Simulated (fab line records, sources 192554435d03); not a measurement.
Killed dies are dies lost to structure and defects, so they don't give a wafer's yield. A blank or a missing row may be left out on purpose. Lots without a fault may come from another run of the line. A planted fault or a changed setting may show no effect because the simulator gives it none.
One fault seen from 3 desks | flow n5_finfet | each desk has only its own numbers; what lay behind them comes last

THE TOOL OWNER'S DESK: rie_diel-05
The tool's own readings at N5_BEOL_M4_ETCH_63 (etches SiARC in CF4, target depth 15.6 nm, time 26 s): means of the sampled wafers that have a number, for each lot that ran on this tool. A lot is out of limits, marked OUT, if its mean lies more than 4 standard deviations from the usual mean; the brackets give that distance.
Columns: A = drypump_motor_current_A at N5_BEOL_M4_ETCH_63, usual 5.8 A; B = etch_rf_on_time_s at N5_BEOL_M4_ETCH_63, usual 25.9 s; C = mfc_ar_sccm at N5_BEOL_M4_ETCH_63, usual 99.98 sccm; D = oes_product_au at N5_BEOL_M4_ETCH_63, usual 0.68 a.u.; E = rf_vpp_V at N5_BEOL_M4_ETCH_63, usual 184.4 V; F = showerhead_plenum_p_Torr at N5_BEOL_M4_ETCH_63, usual 2.17 Torr; G = throttle_valve_pct at N5_BEOL_M4_ETCH_63, usual 15.55 %
lot  | first seen here | A   | B    | C      | D    | E     | F    | G
L639 | day 8 06:36     | 5.5 | 25.9 | 100.27 | 0.70 | 183.2 | 2.09 | 15.66
L648 | day 10 18:32    | 5.6 | 26.0 | 99.88  | 0.67 | 185.6 | 2.23 | 15.48
L659 | day 13 13:50    | 5.7 | 25.8 | 99.79  | 0.68 | 183.7 | 2.12 | 15.59
This desk's finding: nothing out of limits on any of the 3 lots.

THE METROLOGY DESK
What the gauges read, lot by lot, whatever tool the lot ran on: means of the sampled wafers that have a number. A lot is out of limits, marked OUT, if its mean lies more than 4 standard deviations from the usual mean; the brackets give that distance. Of its 11 readings 7 are shown: those that lie furthest out on some lot.
Columns: A = M4_OVL at N5_BEOL_M4_OVL_MEAS_12, usual -0.4 nm; B = DIBL_N at N5_BEOL_M4_RC_MEAS_101, usual 35.9 mV/V; C = IOFF_N at N5_BEOL_M4_RC_MEAS_101, usual 0.152 nA/um; D = IOFF_P at N5_BEOL_M4_RC_MEAS_101, usual 0.204 nA/um; E = ION_P at N5_BEOL_M4_RC_MEAS_101, usual 462 uA/um; F = SS_P at N5_BEOL_M4_RC_MEAS_101, usual 73.2 mV/dec; G = VT_P at N5_BEOL_M4_RC_MEAS_101, usual -250.6 mV
lot  | first seen here | A    | B    | C     | D     | E   | F    | G
L637 | day 8 05:46     | -0.7 | 36.5 | 0.141 | 0.188 | 458 | 72.7 | -252.3
L639 | day 8 06:17     | -0.7 | 33.7 | 0.138 | 0.195 | 463 | 72.6 | -250.3
L648 | day 10 18:23    | -0.8 | 34.5 | 0.146 | 0.206 | 464 | 72.9 | -249.0
L651 | day 11 08:31    | 0.7  | 33.7 | 0.148 | 0.213 | 473 | 72.9 | -247.9
L654 | day 12 11:28    | -1.2 | 36.4 | 0.142 | 0.175 | 456 | 73.1 | -253.4
L656 | day 13 06:05    | -1.0 | 36.2 | 0.169 | 0.225 | 469 | 72.8 | -248.2
L657 | day 13 06:26    | -0.9 | 35.9 | 0.158 | 0.182 | 454 | 73.3 | -254.8
L659 | day 13 12:38    | -0.9 | 39.0 | 0.194 | 0.253 | 461 | 74.3 | -248.9
This desk's finding: nothing out of limits on any of the 8 lots.

THE DEFECT DESK
What the inspections along the route counted, lot by lot: means of the sampled wafers that have a number. A lot is out of limits, marked OUT, if its mean lies more than 4 standard deviations from the usual mean; the brackets give that distance.
Columns: A = raw_defect_count at N5_BEOL_M4_INSPECT_30, usual 405
lot  | first seen here | A
L637 | day 8 06:44     | 465
L639 | day 8 07:36     | 363
L648 | day 10 19:28    | 579
L651 | day 11 09:34    | 320
L654 | day 12 12:32    | 405
L656 | day 13 07:01    | 368
L657 | day 13 07:34    | 321
L659 | day 13 14:47    | 599
This desk's finding: nothing out of limits on any of the 8 lots.

PUT TOGETHER
The tool owner's desk saw nothing out of limits.
The metrology desk saw nothing out of limits.
The defect desk saw nothing out of limits.

WHAT THE SIMULATOR HAD PUT IN
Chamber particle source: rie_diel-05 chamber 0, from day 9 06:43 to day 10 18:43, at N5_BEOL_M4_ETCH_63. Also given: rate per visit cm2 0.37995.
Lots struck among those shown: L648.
